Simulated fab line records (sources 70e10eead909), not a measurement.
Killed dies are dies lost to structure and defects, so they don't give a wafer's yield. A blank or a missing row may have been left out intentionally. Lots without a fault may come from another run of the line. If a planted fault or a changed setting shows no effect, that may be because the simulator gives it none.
What tool caused it? ; flow nand harc ; Sampling: 24 lots, 72 wafers, 5 of 1159 route steps

## WHAT THE GAUGES READ, wafer by wafer
NHARC_A_ZERO_WELL_INSPECT_17. Usual: raw defect count 10, standard deviation 4.9.
lot;measured;on;raw defect count;flag
L074;day 7 01:44;defect inspect-01;5 12 8;
L075;day 7 01:54;defect inspect-02;16 6 14;
L076;day 7 09:13;defect inspect-02;8 12 6;
L077;day 7 09:42;defect inspect-02;10 21 3;
L078;day 7 10:28;defect inspect-01;12 6 2;
L079;day 7 23:47;defect inspect-02;11 7 15;
L081;day 8 10:49;defect inspect-01;18 3 9;
L080;day 8 11:35;defect inspect-02;23 1 10;
L083;day 8 19:40;defect inspect-02;14 11 15;
L082;day 8 22:35;defect inspect-01;14 19 15;
L084;day 8 23:37;defect inspect-01;7 11 9;
L086;day 9 20:50;defect inspect-02;12 20 6;
L087;day 9 21:08;defect inspect-02;6 6 5;
L085;day 9 21:23;defect inspect-02;5 4 6;
L088;day 9 23:32;defect inspect-02;10 8 11;
L090;day 10 14:14;defect inspect-02;15 6 10;
L089;day 10 15:01;defect inspect-01;7 3 3;
L091;day 10 21:46;defect inspect-01;7 9 3;
L092;day 11 00:25;defect inspect-02;9 4 4;
L093;day 11 09:24;defect inspect-01;7 9 11;
L094;day 11 14:56;defect inspect-01;6 13 8;
L095;day 11 16:04;defect inspect-02;9 6 3;
L096;day 11 20:50;defect inspect-01;8 20 12;
L097;day 12 07:38;defect inspect-02;24 7 13;

NHARC_A_CHANNEL_HOLE_D1_INSPECT_12. Usual: raw defect count 5.6, standard deviation 2.8.
lot;measured;on;raw defect count;flag
L074;day 8 16:58;defect inspect-01;10 13 9;
L075;day 8 18:37;defect inspect-01;5 6 7;
L076;day 9 04:20;defect inspect-02;4 1 7;
L077;day 9 04:19;defect inspect-02;4 2 3;
L078;day 9 03:27;defect inspect-02;2 6 9;
L079;day 9 12:20;defect inspect-01;9 8 7;
L081;day 10 00:47;defect inspect-01;13 9 4;
L080;day 10 00:13;defect inspect-02;5 9 6;
L083;day 10 10:00;defect inspect-01;6 5 6;
L082;day 10 11:43;defect inspect-02;3 6 4;
L084;day 10 10:41;defect inspect-02;4 1 5;
L086;day 11 15:42;defect inspect-01;0 5 1;
L087;day 11 13:35;defect inspect-01;4 5 11;
L085;day 11 15:32;defect inspect-01;6 9 8;
L088;day 11 15:20;defect inspect-01;4 3 5;
L090;day 12 05:55;defect inspect-01;6 7 4;
L089;day 12 05:53;defect inspect-01;6 3 3;
L091;day 12 10:50;defect inspect-01;3 6 7;
L092;day 12 11:24;defect inspect-01;3 5 3;
L093;day 13 02:29;defect inspect-02;7 9 6;
L094;day 13 02:33;defect inspect-01;2 6 1;
L095;day 13 02:41;defect inspect-02;7 3 6;
L096;day 13 13:27;defect inspect-01;9 4 7;
L097;day 14 01:40;defect inspect-01;15 7 5;

NHARC_A_CHANNEL_HOLE_D1_CD_MEAS_30. Usual: cd nm 91.0 nm, standard deviation 1.7.
lot;measured;on;cd nm (nm);flag
L074;day 8 23:43;cd sem-03;92.3 90.0 91.2;
L075;day 9 01:26;cd sem-01;91.2 90.4 87.7;
L076;day 9 14:25;cd sem-01;87.8 90.3 93.7;
L077;day 9 11:06;cd sem-03;92.1 91.4 93.4;
L078;day 9 10:14;cd sem-02;92.5 91.4 91.4;
L079;day 9 19:05;cd sem-03;91.0 89.7 89.4;
L081;day 10 07:35;cd sem-03;88.8 89.4 89.0;
L080;day 10 07:00;cd sem-03;91.2 90.0 92.9;
L083;day 10 16:46;cd sem-01;90.5 91.5 90.9;
L082;day 10 20:55;cd sem-02;89.8 90.9 89.4;
L084;day 10 17:27;cd sem-02;93.0 93.9 89.5;
L086;day 12 02:15;cd sem-03;87.1 88.5 89.9;
L087;day 11 20:22;cd sem-03;92.1 88.3 90.7;
L085;day 12 00:31;cd sem-02;92.8 92.9 92.2;
L088;day 11 22:14;cd sem-01;89.9 91.4 90.1;
L090;day 12 12:42;cd sem-02;91.1 91.3 89.7;
L089;day 12 13:02;cd sem-02;91.4 93.3 90.6;
L091;day 12 17:34;cd sem-03;93.3 90.6 91.6;
L092;day 12 18:09;cd sem-02;88.3 89.8 90.9;
L093;day 13 13:29;cd sem-03;87.0 92.9 88.7;
L094;day 13 09:20;cd sem-02;93.2 92.3 91.9;
L095;day 13 09:26;cd sem-01;92.7 93.6 90.4;
L096;day 13 20:13;cd sem-02;91.0 91.1 90.9;
L097;day 14 08:29;cd sem-02;94.0 92.0 93.6;

## WHAT TOOL EACH LOT RAN ON (gives the tool, then ch and the chambers of the sampled wafers, and finally the start)
lot;NHARC_A_CHANNEL_HOLE_D1_ETCH_21;NHARC_A_CHANNEL_HOLE_D1_ETCH_44
L074;har etch-02 ch 0,1, day 8 18:38;rie diel-09 ch 0,1,3, day 8 22:55
L075;har etch-01 ch 0,1, day 8 20:21;rie diel-12 ch 0,2,3, day 9 00:35
L076;har etch-01 ch 0,1, day 9 09:18;rie diel-09 ch 0,1, day 9 13:37
L077;har etch-02 ch 0,1, day 9 06:04;rie diel-11 ch 1,2,3, day 9 10:18
L078;har etch-01 ch 0,1, day 9 05:12;rie diel-09 ch 1,2, day 9 09:26
L079;har etch-02 ch 0,1, day 9 14:05;rie diel-11 ch 1,2,3, day 9 18:19
L081;har etch-01 ch 0,1, day 10 02:28;rie diel-12 ch 0,1, day 10 06:47
L080;har etch-02 ch 0,1, day 10 01:55;rie diel-11 ch 2,3, day 10 06:12
L083;har etch-01 ch 0,1, day 10 11:41;rie diel-11 ch 0,1, day 10 15:59
L082;har etch-01 ch 0,1, day 10 15:50;rie diel-09 ch 1,2, day 10 20:08
L084;har etch-02 ch 0,1, day 10 12:34;rie diel-12 ch 2,3, day 10 16:38
L086;har etch-02 ch 0,1, day 11 21:10;rie diel-12 ch 1,2,3, day 12 01:28
L087;har etch-01 ch 1, day 11 15:16;rie diel-12 ch 0,1,3, day 11 19:35
L085;har etch-01 ch 0,1, day 11 19:31;rie diel-09 ch 1,2, day 11 23:44
L088;har etch-02 ch 0,1, day 11 17:00;rie diel-11 ch 0,1, day 11 21:20
L090;har etch-02 ch 0, day 12 07:35;rie diel-11 ch 1,2, day 12 11:55
L089;har etch-01 ch 0,1, day 12 07:43;rie diel-11 ch 1,2,3, day 12 11:58
L091;har etch-02 ch 0,1, day 12 12:29;rie diel-09 ch 1,2,3, day 12 16:47
L092;har etch-01 ch 0,1, day 12 13:04;rie diel-11 ch 1,2,3, day 12 17:22
L093;har etch-01 ch 0,1, day 13 08:28;rie diel-12 ch 0,2,3, day 13 12:42
L094;har etch-01 ch 0,1, day 13 04:13;rie diel-12 ch 0,1, day 13 08:32
L095;har etch-02 ch 0,1, day 13 04:30;rie diel-09 ch 1,2, day 13 08:38
L096;har etch-02 ch 0,1, day 13 15:07;rie diel-12 ch 0,3, day 13 19:25
L097;har etch-02 ch 0,1, day 14 03:30;rie diel-09 ch 0,1,3, day 14 07:40
- NHARC_A_CHANNEL_HOLE_D1_ETCH_21: etches the open film in C4F8/O2/Ar, time 514.3 s, target depth 1600 nm.
- NHARC_A_CHANNEL_HOLE_D1_ETCH_44: etches the open film in CF4/O2, target depth 140 nm, overetch 14 nm, time 77 s.

## WHAT THE TOOLS THEMSELVES READ (means of the sampled wafers that have a number; where no wafer has one, the mark that the record gives instead)
NHARC_A_CHANNEL_HOLE_D1_ETCH_21. Usual: drypump motor current A 5.8 A, standard deviation 0.48; showerhead plenum p Torr 3.73 Torr, standard deviation 0.13; throttle valve pct 32.155 %, standard deviation 0.008.
lot;tool;drypump motor current A (A);showerhead plenum p Torr (Torr);throttle valve pct (%);flag
L074;har etch-02;5.6;3.64;32.149;
L075;har etch-01;5.9;3.80;32.158;
L076;har etch-01;6.2;3.76;32.163;
L077;har etch-02;5.6;3.64;32.160;
L078;har etch-01;5.8;3.80;32.156;
L079;har etch-02;5.7;3.75;32.150;
L081;har etch-01;6.2;3.76;32.157;
L080;har etch-02;5.7;3.75;32.152;
L083;har etch-01;5.8;3.79;32.151;
L082;har etch-01;6.2;3.75;32.147;
L084;har etch-02;5.5;3.63;32.154;
L086;har etch-02;5.7;3.74;32.163;
L087;har etch-01;6.6;3.72;32.155;
L085;har etch-01;5.9;3.78;32.155;
L088;har etch-02;5.7;3.74;32.160;
L090;har etch-02;5.4;3.51;32.157;
L089;har etch-01;5.9;3.78;32.154;
L091;har etch-02;5.7;3.74;32.156;
L092;har etch-01;6.2;3.74;32.163;
L093;har etch-01;6.2;3.73;32.150;
L094;har etch-01;6.2;3.74;32.155;
L095;har etch-02;5.7;3.73;32.158;
L096;har etch-02;5.6;3.61;32.158;
L097;har etch-02;5.7;3.73;32.160;

NHARC_A_CHANNEL_HOLE_D1_ETCH_44. Usual: drypump motor current A 5.80 A, standard deviation 0.29; oes product au 1.004 a.u., standard deviation 0.011; rf vpp V 198.1 V, standard deviation 1.3; showerhead plenum p Torr 1.35 Torr, standard deviation 0.057; throttle valve pct 13.398 %, standard deviation 0.0078.
lot;tool;drypump motor current A (A);oes product au (a.u.);rf vpp V (V);showerhead plenum p Torr (Torr);throttle valve pct (%);flag
L074;rie diel-09;5.68;0.992;196.7;1.34;13.398;
L075;rie diel-12;5.75;1.016;199.4;1.39;13.398;
L076;rie diel-09;5.58;0.992;197.5;1.30;13.398;
L077;rie diel-11;5.56;1.011;198.4;1.36;13.396;
L078;rie diel-09;5.96;0.994;199.7;1.39;13.388;
L079;rie diel-11;5.59;1.004;198.7;1.36;13.398;
L081;rie diel-12;5.76;0.995;198.6;1.38;13.396;
L080;rie diel-11;5.47;1.003;199.6;1.38;13.398;
L083;rie diel-11;6.10;1.018;197.7;1.35;13.407;
L082;rie diel-09;5.96;1.002;199.1;1.39;13.395;
L084;rie diel-12;5.95;1.015;198.3;1.35;13.394;
L086;rie diel-12;5.98;1.004;197.5;1.33;13.395;
L087;rie diel-12;5.76;0.998;197.3;1.36;13.393;
L085;rie diel-09;5.86;0.989;198.4;1.39;13.398;
L088;rie diel-11;6.09;1.007;198.1;1.35;13.396;
L090;rie diel-11;5.71;1.012;198.4;1.33;13.399;
L089;rie diel-11;5.58;1.017;198.1;1.36;13.403;
L091;rie diel-09;5.87;0.992;198.9;1.38;13.402;
L092;rie diel-11;5.59;1.001;197.6;1.36;13.402;
L093;rie diel-12;5.76;1.009;197.9;1.39;13.389;
L094;rie diel-12;5.78;1.001;198.2;1.38;13.408;
L095;rie diel-09;5.97;0.996;198.4;1.39;13.396;
L096;rie diel-12;5.54;0.999;198.7;1.42;13.398;
L097;rie diel-09;5.68;1.005;197.5;1.34;13.394;

## THE ANSWER, worked out from the rows above alone
Rule: lot off if the mean of its wafers having a number is beyond 3 standard deviations from the usual mean. A lot without any number at a reading at which 4 lots or more have one is off too. Where the step has rows for the other lots, those lots are counted as sound. The gauges are gone through in route order, then the tools' own readings, and for those a lot's mean is taken as printed above. At the first step where some lot is off, the reading lying furthest off is the one used; lots without a number count as furthest.
Across all readings shown, no lot is off: no conclusion can be drawn from this.

## WHAT THE SIMULATOR HAD INSERTED
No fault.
